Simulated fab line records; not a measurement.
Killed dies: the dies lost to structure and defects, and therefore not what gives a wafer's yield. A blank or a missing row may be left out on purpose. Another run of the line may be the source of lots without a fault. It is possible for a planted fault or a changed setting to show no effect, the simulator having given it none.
Matching of chambers -- flow nand-harc -- NHARC_A_STAIRCASE_TRIM_220 on rie-diel-01 has 4 sister chambers
The step chemistry O2, time 211.2 s. 4 wafers are shown with their chamber, then 7 later ones without.

WAFERS WITH THEIR CHAMBER
wafer,chamber,showerhead-plenum-p-Torr (Torr)
L076.5,2,3.28
L081.2,3,3.77
L084.2,0,3.39
L084.4,1,3.44

WAFERS MISSING THEIR CHAMBER
wafer,showerhead-plenum-p-Torr (Torr)
L084.6,3.79
L093.1,3.74
L093.3,3.77
L093.5,3.77
L095.1,3.77
L095.4,3.37
L095.5,3.37

CHAMBER TAKEN BY EACH
wafer,from the rows above,in truth
L084.6,3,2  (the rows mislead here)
L093.1,3,3
L093.3,3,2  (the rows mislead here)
L093.5,3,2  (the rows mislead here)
L095.1,3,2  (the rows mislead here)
L095.4,0,0
L095.5,0,0
Placed correctly: 3 of 7. Number that these rows cannot place: 0. Number placed wrongly: 4.
How it was worked out, from the rows above alone: a wafer's distance from a chamber is the root of the sum, over the readings, of the square of ((its reading less the chamber's mean) divided by the reading's scatter). If the next closest chamber is less than 2 further off than the closest, the wafer can't be placed; otherwise it belongs to the closest. A chamber's mean is the mean of its shown wafers. The scatter: with one shown wafer a chamber, the root of the mean of the squares of how far each hidden wafer lies from its nearest shown one.
